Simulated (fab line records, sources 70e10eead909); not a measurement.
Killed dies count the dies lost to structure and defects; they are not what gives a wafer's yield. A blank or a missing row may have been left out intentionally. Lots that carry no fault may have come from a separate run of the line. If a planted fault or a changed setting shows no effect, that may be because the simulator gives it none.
Chamber matching    flow nand-harc    rie-diel-12 running NHARC_A_M1_ETCH_35: 4 sister chambers
The step etches the open film in N2/H2, target depth 40 nm, overetch 12 nm, time 43.94 s. 8 wafers are shown with their chamber, then 7 later ones without.

== WAFERS WITH THEIR CHAMBER ==
wafer   chamber  showerhead-plenum-p-Torr (Torr)  drypump-motor-current-A (A)
L082.2  3        2.16                             5.7
L082.6  1        2.05                             5.5
L083.6  1        2.05                             5.5
L094.2  2        1.99                             5.2
L094.4  3        2.16                             5.6
L094.5  0        1.99                             5.5
L096.2  0        1.99                             5.5
L096.3  2        1.98                             5.2

== WAFERS WITH NO CHAMBER GIVEN ==
wafer   showerhead-plenum-p-Torr (Torr)  drypump-motor-current-A (A)
L096.5  1.99                             5.4
L095.3  1.98                             5.2
L095.5  1.98                             5.2
L095.6  2.05                             5.5
L097.2  1.99                             5.4
L097.3  2.16                             5.6
L097.4  1.98                             5.2

== EACH ONE'S CHAMBER ==
wafer   from the rows above  in truth
L096.5  0                    0
L095.3  2                    2
L095.5  2                    2
L095.6  1                    1
L097.2  0                    0
L097.3  3                    3
L097.4  2                    2
Correct placement for 7 of the 7. From these rows, 0 cannot be placed. Number placed wrongly: 0.
How it was worked out, from the rows above alone: a wafer's distance from a chamber is the root of the sum, over the readings, of the square of ((its reading less the chamber's mean) divided by the reading's scatter). The wafer belongs to the nearest chamber; if the next one is less than 2 further off, it can't be placed. Each chamber's mean is taken over the wafers shown for it. The scatter: take each reading less its chamber's mean, square it, sum over the shown wafers, divide by the number of wafers less the number of chambers, and take the root.
